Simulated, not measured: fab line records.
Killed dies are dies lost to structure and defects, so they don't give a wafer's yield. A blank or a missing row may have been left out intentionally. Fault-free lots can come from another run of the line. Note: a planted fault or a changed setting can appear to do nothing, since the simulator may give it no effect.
Which tool did it?	flow nand-harc	63 wafers from 21 lots sampled at 2 of the route's 1159 steps

== WHAT THE GAUGES READ, wafer by wafer ==
NHARC_A_CONTACT_CD_MEAS_53.
lot	measured	on	cd-nm (nm)
L074	day 16 19:34	cd-sem-02	190.0 189.8 189.8
L078	day 16 22:31	cd-sem-02	191.1 191.1 190.7
L077	day 16 22:38	cd-sem-01	188.1 188.4 188.3
L079	day 17 07:01	cd-sem-02	189.3 188.6 188.3
L076	day 17 10:27	cd-sem-02	191.2 189.3 189.3
L080	day 17 17:14	cd-sem-01	192.1 190.5 191.1
L081	day 18 02:29	cd-sem-01	189.9 190.0 190.0
L084	day 18 18:27	cd-sem-01	190.8 191.9 191.1
L082	day 18 20:35	cd-sem-03	188.6 189.4 188.3
L083	day 19 00:22	cd-sem-03	189.8 190.2 190.1
L087	day 19 11:45	cd-sem-01	189.0 188.7 188.3
L085	day 19 14:06	cd-sem-01	189.6 190.2 189.5
L086	day 19 16:40	cd-sem-02	189.4 191.4 190.8
L088	day 19 18:37	cd-sem-03	190.2 189.9 190.4
L089	day 20 03:22	cd-sem-01	190.1 189.5 189.2
L090	day 20 04:14	cd-sem-03	188.0 188.2 187.9
L091	day 20 10:21	cd-sem-02	189.6 188.5 189.8
L094	day 21 02:16	cd-sem-01	189.5 190.4 189.4
L093	day 21 06:34	cd-sem-03	189.0 189.5 189.2
L096	day 21 14:05	cd-sem-01	188.0 186.8 187.6
L095	day 21 16:27	cd-sem-01	189.8 190.8 189.7

== EACH LOT AND THE TOOL THAT RAN IT (in order: tool; ch and the chambers of the sampled wafers; start) ==
lot	NHARC_A_CONTACT_ETCH_96
L074	rie-diel-08 ch 1,3, day 16 19:34 or earlier
L078	rie-diel-08 ch 0,1,3, day 16 22:31 or earlier
L077	rie-diel-05 ch 0,2,3, day 16 22:38 or earlier
L079	rie-diel-12 ch 0,1,3, day 17 06:56
L076	rie-diel-05 ch 0,2,3, day 17 10:27 or earlier
L080	rie-diel-05 ch 1,2,3, day 17 17:14 or earlier
L081	rie-diel-12 ch 0,1,3, day 18 02:29 or earlier
L084	rie-diel-05 ch 0,1,3, day 18 18:27 or earlier
L082	rie-diel-12 ch 1,2,3, day 18 20:35 or earlier
L083	rie-diel-08 ch 0,2,3, day 19 00:22 or earlier
L087	rie-diel-12 ch 0,3, day 19 11:40
L085	rie-diel-08 ch 0,3, day 19 14:06 or earlier
L086	rie-diel-05 ch 0,2,3, day 19 16:35
L088	rie-diel-08 ch 0,1,3, day 19 18:37 or earlier
L089	rie-diel-12 ch 0,1,3, day 20 03:22 or earlier
L090	rie-diel-12 ch 0,1,3, day 20 04:14 or earlier
L091	rie-diel-12 ch 0,2, day 20 10:21 or earlier
L094	rie-diel-12 ch 1,2, day 21 02:11
L093	rie-diel-05 ch 0,1,3, day 21 06:34 or earlier
L096	rie-diel-12 ch 0,1,3, day 21 14:05 or earlier
L095	rie-diel-08 ch 0,1, day 21 16:27 or earlier
- NHARC_A_CONTACT_ETCH_96: etches the open film in C4F6/O2, target depth 20 nm, time 10 s.

== WHAT THE TOOLS THEMSELVES READ (means of the sampled wafers that have a number; where no wafer has one, the mark that the record gives instead) ==
NHARC_A_CONTACT_ETCH_96.
lot	tool	chamber-pressure-mTorr (mTorr)	drypump-motor-current-A (A)	oes-product-au (a.u.)	rf-vpp-V (V)	showerhead-plenum-p-Torr (Torr)	throttle-valve-pct (%)
L074	rie-diel-08	30.005	6.2	0.936	544	3.79	26.903
L078	rie-diel-08	29.988	6.1	0.961	543	3.74	26.905
L077	rie-diel-05	29.979	5.7	0.951	546	3.89	26.903
L079	rie-diel-12	30.002	6.3	0.997	545	3.80	26.894
L076	rie-diel-05	29.997	5.7	0.951	547	3.89	26.900
L080	rie-diel-05	30.007	5.7	0.999	547	3.91	26.898
L081	rie-diel-12	30.006	6.3	0.952	544	3.80	26.909
L084	rie-diel-05	30.015	5.6	0.964	543	3.74	26.903
L082	rie-diel-12	29.995	5.9	0.948	544	3.82	26.896
L083	rie-diel-08	30.010	6.0	0.955	546	3.90	26.894
L087	rie-diel-12	29.998	6.4	0.967	543	3.74	26.897
L085	rie-diel-08	29.989	6.0	0.969	543	3.78	26.900
L086	rie-diel-05	29.992	5.7	0.979	544	3.87	26.906
L088	rie-diel-08	30.031	6.1	0.945	542	3.73	26.903
L089	rie-diel-12	30.002	6.3	1.014	544	3.79	26.911
L090	rie-diel-12	29.981	6.3	0.975	545	3.79	26.907
L091	rie-diel-12	29.998	6.2	1.002	546	3.89	26.905
L094	rie-diel-12	30.001	5.8	1.003	546	3.87	26.900
L093	rie-diel-05	29.992	5.6	0.968	543	3.73	26.914
L096	rie-diel-12	30.009	6.3	0.995	545	3.79	26.908
L095	rie-diel-08	30.010	6.3	0.994	545	3.85	26.898

== THE ANSWER, worked out from the rows above alone ==
Rule: what is usual is taken from the lots themselves. The widest of any qualifying gaps counts: lots, ordered by their means at a reading, are off when they make up no more than a third of the lots, leave a main group of 4 or more, and stand apart from it by 3 or more times the standard deviation of that group's means. Not used: any main group whose means are identical at the precision the tables above print for the reading. Also off: a lot with no number at a reading for which 4 or more lots have one. The other lots that the step has rows for count as sound. The gauges are gone through in route order, then the tools' own readings, and for those a lot's mean is taken as printed above. The first step at which some lot is off is used, and at that step the reading that is off furthest; a lot without a number counts as furthest.
Nothing can be told from this: no lot is off at any reading shown.

== WHAT HAD BEEN PUT IN BY THE SIMULATOR ==
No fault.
